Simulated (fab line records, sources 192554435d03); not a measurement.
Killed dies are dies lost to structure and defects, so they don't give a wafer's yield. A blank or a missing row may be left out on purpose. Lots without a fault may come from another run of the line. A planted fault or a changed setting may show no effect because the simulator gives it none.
Chamber matching | flow n5_finfet | N5_BEOL_M2_ETCH_77 on rie_diel-02: 4 sister chambers
The step etches underlayer in N2/H2, target depth 6.5 nm, time 5.2 s. 7 wafers are shown with their chamber, then 8 later ones without.

WAFERS WITH THEIR CHAMBER
wafer  | chamber | showerhead_plenum_p_Torr (Torr) | throttle_valve_pct (%)
L076.4 | 1       | 2.64                            | 17.82
L085.2 | 2       | 2.68                            | 18.05
L090.6 | 3       | 2.43                            | 18.07
L092.1 | 0       | 2.41                            | 17.81
L092.2 | 2       | 2.67                            | 18.06
L092.5 | 3       | 2.43                            | 18.07
L093.1 | 0       | 2.41                            | 17.84

WAFERS WITHOUT THEIR CHAMBER
wafer  | showerhead_plenum_p_Torr (Torr) | throttle_valve_pct (%)
L093.4 | 2.43                            | 18.07
L093.5 | 2.63                            | 17.90
L096.3 | 2.63                            | 17.89
L096.4 | 2.43                            | 18.08
L096.6 | 2.41                            | 17.81
L097.3 | 2.66                            | 18.10
L097.4 | 2.62                            | 17.90
L097.5 | 2.62                            | 17.92

WHICH CHAMBER EACH WENT THROUGH
wafer  | from the rows above | in truth
L093.4 | 3                   | 3
L093.5 | 1                   | 1
L096.3 | 1                   | 1
L096.4 | 3                   | 3
L096.6 | 0                   | 0
L097.3 | 2                   | 2
L097.4 | 1                   | 1
L097.5 | 1                   | 1
Placed correctly: 8 of 8. Can't be placed from these rows: 0. Placed wrongly: 0.
How it was worked out, from the rows above alone: a wafer's distance from a chamber is the root of the sum, over the readings, of the square of ((its reading less the chamber's mean) divided by the reading's scatter). The wafer belongs to the nearest chamber; if the next one is less than 2 further off, it can't be placed. A chamber's mean is the mean of its shown wafers. The scatter: the root of (the sum of the squares of (reading less its chamber's mean) over the shown wafers, divided by (wafers less chambers)).
